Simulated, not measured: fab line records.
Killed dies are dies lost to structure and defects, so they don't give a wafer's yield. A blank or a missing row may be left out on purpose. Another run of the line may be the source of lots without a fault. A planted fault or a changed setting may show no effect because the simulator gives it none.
Matching of chambers + flow nand-harc + NHARC_A_M1_DESCUM_14 on rie-diel-13 has 4 sister chambers
The step chemistry O2, time 3 s. 4 wafers are shown with their chamber, then 9 later ones without.

EACH WAFER AND ITS CHAMBER
| wafer  | chamber | drypump-motor-current-A (A) |
|--------|---------|-----------------------------|
| L088.2 | 3       | 6.4                         |
| L092.1 | 0       | 6.3                         |
| L092.2 | 1       | 5.1                         |
| L092.6 | 2       | 5.7                         |

WAFERS WHOSE CHAMBER IS MISSING
| wafer  | drypump-motor-current-A (A) |
|--------|-----------------------------|
| L094.1 | 6.5                         |
| L094.3 | 6.3                         |
| L094.6 | 5.7                         |
| L086.1 | 5.1                         |
| L086.2 | 5.8                         |
| L086.3 | 6.4                         |
| L086.4 | 6.3                         |
| L086.5 | 6.4                         |
| L086.6 | 5.7                         |

CHAMBER TAKEN BY EACH
| wafer  | from the rows above | in truth |
|--------|---------------------|----------|
| L094.1 | 3                   | 3        |
| L094.3 | 0                   | 0        |
| L094.6 | 2                   | 2        |
| L086.1 | 1                   | 1        |
| L086.2 | 2                   | 2        |
| L086.3 | 3                   | 3        |
| L086.4 | 0                   | 0        |
| L086.5 | 3                   | 3        |
| L086.6 | 2                   | 2        |
Correctly placed: 9 of 9. Not placeable from these rows: 0. Placed wrongly: 0.
How it was worked out, from the rows above alone: a wafer's distance from a chamber is the root of the sum, over the readings, of the square of ((its reading less the chamber's mean) divided by the reading's scatter). The wafer belongs to the nearest chamber; if the next one is less than 2 further off, it can't be placed. For every chamber, the mean is computed from those of its wafers that are shown. The scatter (one wafer shown for each chamber): square how far every hidden wafer sits from the nearest shown wafer, average those squares and take the square root.
